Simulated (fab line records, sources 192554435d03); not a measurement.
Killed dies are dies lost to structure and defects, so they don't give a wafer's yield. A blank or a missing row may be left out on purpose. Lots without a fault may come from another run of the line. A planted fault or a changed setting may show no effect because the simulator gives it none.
Problem report in the 8D (eight disciplines) form, filled by code | flow n5_finfet | the parts of the form that need people (team, actions taken, sign-off) are left out

1. THE PROBLEM
killed_at_M4_up at N5_PASSIVATION_PROBE_49 reads a mean of 638 on 6 wafers of 2 lots; wafers without a fault read 13 with a standard deviation of 6. That is +99 or more standard deviations from the usual mean.
First seen on wafer L239.2, day 15 01:47, on prober-02. The record holds 6 wafers of 2 lots with a number at this step. Rule for "out", or "out of limits": more than 4 standard deviations from the usual mean. The other wafers with a number count as sound.

2. WHAT IT IS AND WHAT IT IS NOT
question                    | is                                                                                                                                     | is not
which readings at this step | killed_at_M4_up, defect_limited_yield, killed_dies, killed_on_rim, sort_bin_5_function, sort_bin_6_memory, sort_n_pass, sort_yield_pct | killed_at_contacts, killed_at_front_end, killed_at_other
which lots                  | L238, L239                                                                                                                             | -
which wafers of those lots  | all that have a number                                                                                                                 | -
read on which tools         | prober-01, prober-02                                                                                                                   | -
when                        | from day 15 01:47                                                                                                                      | up to then (0 sound wafers)

3. SUSPECTS, AND WHAT RULES EACH OUT
Counting: a tool at a process step up to the reading stays a suspect if it ran every lot that is out and no sound lot after the first of them.
- ecd_cu-02 at N5_BEOL_M15_ECD_47 (material Cu, target thk 1860 nm): kept. It ran every lot that is out, first L239 (day 14 08:07), and no sound lot after that.
Left after counting: ecd_cu-02 at N5_BEOL_M15_ECD_47.

4. THE CAUSE (what the simulator had put in)
Chamber particle source: ecd_cu-02, from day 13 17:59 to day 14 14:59, at N5_BEOL_M15_ECD_47. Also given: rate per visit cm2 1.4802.
Counting left only this tool.

5. THE CHAIN OF EFFECTS, in route order
Each row: a reading whose mean over the struck wafers that have a number lies more than 3 standard deviations from the usual. Only readings for which the record gives a usual standard deviation are gone through. hours: the time from each lot's start at the first step in this table that gives one to its start at this step, as a median over the lots. sigmas: the change in usual standard deviations.
hours | step                    | reading              | usual  | on struck wafers | change | sigmas
0     | N5_PASSIVATION_PROBE_49 | defect_limited_yield | 91.0 % | 40.7             | -50.3  | -34
0     | N5_PASSIVATION_PROBE_49 | killed_at_M4_up      | 13     | 638              | +625   | +99 or more
0     | N5_PASSIVATION_PROBE_49 | killed_dies          | 106    | 700              | +594   | +33
0     | N5_PASSIVATION_PROBE_49 | killed_on_rim        | 14     | 91               | +77    | +16
0     | N5_PASSIVATION_PROBE_49 | sort_bin_5_function  | 5.2 %  | 37.5             | +32.3  | +33
0     | N5_PASSIVATION_PROBE_49 | sort_bin_6_memory    | 3.4 %  | 17.1             | +13.7  | +19
0     | N5_PASSIVATION_PROBE_49 | sort_n_pass          | 1074   | 480              | -594   | -33
0     | N5_PASSIVATION_PROBE_49 | sort_yield_pct       | 91.0 % | 40.7             | -50.3  | -34
The process steps in it:
- N5_PASSIVATION_PROBE_49

6. WHAT WOULD HAVE CAUGHT IT SOONER
In this record the first reading out of limits was taken at day 15 01:47, 32 hours after the fault began at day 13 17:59.
All the lots that are out (2) had begun N5_BEOL_M15_ECD_47 on ecd_cu-02 by day 15 01:47. A hold on the tool at that time would have spared none of them.
